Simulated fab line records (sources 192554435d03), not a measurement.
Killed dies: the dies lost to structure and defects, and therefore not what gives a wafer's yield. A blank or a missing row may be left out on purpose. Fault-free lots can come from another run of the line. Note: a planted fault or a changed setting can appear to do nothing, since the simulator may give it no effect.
Chamber matching    flow n5_finfet    N5_BEOL_M3_ETCH_77 on rie_diel-03 has 4 sister chambers
The step etches underlayer in N2/H2, target depth 6.5 nm, time 5.2 s. 4 wafers are shown with their chamber, then 9 later ones without.

## WAFERS WITH THEIR CHAMBER
wafer   chamber  showerhead_plenum_p_Torr (Torr)
L076.4  1        2.65
L082.5  2        2.49
L092.2  3        2.63
L092.5  0        2.55

## WAFERS WITH NO CHAMBER GIVEN
wafer   showerhead_plenum_p_Torr (Torr)
L093.3  2.63
L093.4  2.63
L093.6  2.63
L095.1  2.55
L095.4  2.63
L095.6  2.63
L097.1  2.63
L097.2  2.63
L097.5  2.48

## THE CHAMBER EACH PASSED THROUGH
wafer    from the rows above   in truth
L093.3   3                     3
L093.4   3                     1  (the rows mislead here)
L093.6   3                     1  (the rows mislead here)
L095.1   0                     0
L095.4   3                     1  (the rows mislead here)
L095.6   3                     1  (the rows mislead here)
L097.1   3                     3
L097.2   3                     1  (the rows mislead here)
L097.5   2                     2
Correct placement for 4 of the 9. Number that these rows cannot place: 0. Number placed wrongly: 5.
How it was worked out, from the rows above alone: a wafer's distance from a chamber is the root of the sum, over the readings, of the square of ((its reading less the chamber's mean) divided by the reading's scatter). The wafer belongs to the nearest chamber; if the next one is less than 2 further off, it can't be placed. The mean given for a chamber averages the wafers shown for that chamber. The scatter: root of mean squared gap, hidden wafer to nearest shown wafer, with one shown wafer a chamber.
